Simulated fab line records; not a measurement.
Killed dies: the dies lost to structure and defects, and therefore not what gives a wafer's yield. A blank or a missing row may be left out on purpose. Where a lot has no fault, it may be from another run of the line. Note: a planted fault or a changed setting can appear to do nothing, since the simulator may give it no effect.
The same fault as seen by 3 desks + flow n5Finfet + each desk holds nothing but its own numbers, with what lay behind them at the end

== THE METROLOGY DESK ==
What the gauges read, lot by lot, whatever tool the lot ran on: means of the sampled wafers that have a number. A lot is out of limits, marked OUT, if its mean lies more than 4 standard deviations from the usual mean; the brackets give that distance.
Columns: A = cdNm at N5_PMOS_HMC_CHANNEL_EPI_CD_MEAS_09, usual 238.0 nm; B = PMOS_HMC_BLK_OVL at N5_PMOS_HMC_CHANNEL_EPI_OVL_MEAS_10, usual 0.2 nm
| lot  | first seen here | A     | B    |
|------|-----------------|-------|------|
| L799 | day 1 17:25     | 235.2 | -0.1 |
| L802 | day 2 11:34     | 237.6 | -0.1 |
| L804 | day 3 01:56     | 239.8 | 0.1  |
| L805 | day 3 06:50     | 239.1 | -0.2 |
| L807 | day 3 17:36     | 237.5 | -0.2 |
| L817 | day 6 05:28     | 237.7 | 0.7  |
| L819 | day 6 18:25     | 238.6 | 0.3  |
This desk's finding: nothing out of limits on any of the 7 lots.

== THE DEFECT DESK ==
What the inspections along the route counted, lot by lot: means of the sampled wafers that have a number. A lot is out of limits, marked OUT, if its mean lies more than 4 standard deviations from the usual mean; the brackets give that distance.
Columns: A = rawDefectCount at N5_PMOS_HMC_CHANNEL_EPI_INSPECT_11, usual 2.1
| lot  | first seen here | A   |
|------|-----------------|-----|
| L799 | day 1 17:29     | 3.3 |
| L802 | day 2 11:37     | 3.0 |
| L804 | day 3 02:00     | 2.5 |
| L805 | day 3 06:54     | 3.0 |
| L807 | day 3 17:39     | 1.3 |
| L817 | day 6 05:31     | 2.3 |
| L819 | day 6 18:28     | 2.0 |
This desk's finding: nothing out of limits on any of the 7 lots.

== THE TOOL OWNER'S DESK: rieDiel-01 ==
The tool's own readings at N5_PMOS_HMC_CHANNEL_EPI_ETCH_32 (etches BARC in N2/H2, stops on SiO2, target depth 85.8 nm, time 50.3 s): means of the sampled wafers that have a number, for each lot that ran on this tool. A lot is out of limits, marked OUT, if its mean lies more than 4 standard deviations from the usual mean; the brackets give that distance.
Columns: A = drypumpMotorCurrentA at N5_PMOS_HMC_CHANNEL_EPI_ETCH_32, usual 5.8 A; B = oesProductAu at N5_PMOS_HMC_CHANNEL_EPI_ETCH_32, usual 0.67 a.u.; C = rfVppV at N5_PMOS_HMC_CHANNEL_EPI_ETCH_32, usual 524.5 V; D = showerheadPlenumPTorr at N5_PMOS_HMC_CHANNEL_EPI_ETCH_32, usual 2.57 Torr; E = throttleValvePct at N5_PMOS_HMC_CHANNEL_EPI_ETCH_32, usual 17.98 %
| lot  | first seen here | A   | B    | C     | D    | E     |
|------|-----------------|-----|------|-------|------|-------|
| L802 | day 2 11:41     | 5.5 | 0.73 | 523.8 | 2.57 | 18.04 |
| L804 | day 3 02:43     | 5.3 | 0.69 | 527.1 | 2.62 | 17.86 |
| L805 | day 3 07:40     | 5.5 | 0.60 | 523.5 | 2.52 | 18.04 |
| L807 | day 3 17:43     | 5.7 | 0.59 | 522.4 | 2.52 | 18.10 |
This desk's finding: nothing out of limits on any of the 4 lots.

== ALL TOGETHER ==
At the metrology desk, nothing out of limits was observed.
No out-of-limits result turned up at the defect desk.
The desk of the tool owner found nothing out of limits.

== WHAT HAD BEEN PUT IN BY THE SIMULATOR ==
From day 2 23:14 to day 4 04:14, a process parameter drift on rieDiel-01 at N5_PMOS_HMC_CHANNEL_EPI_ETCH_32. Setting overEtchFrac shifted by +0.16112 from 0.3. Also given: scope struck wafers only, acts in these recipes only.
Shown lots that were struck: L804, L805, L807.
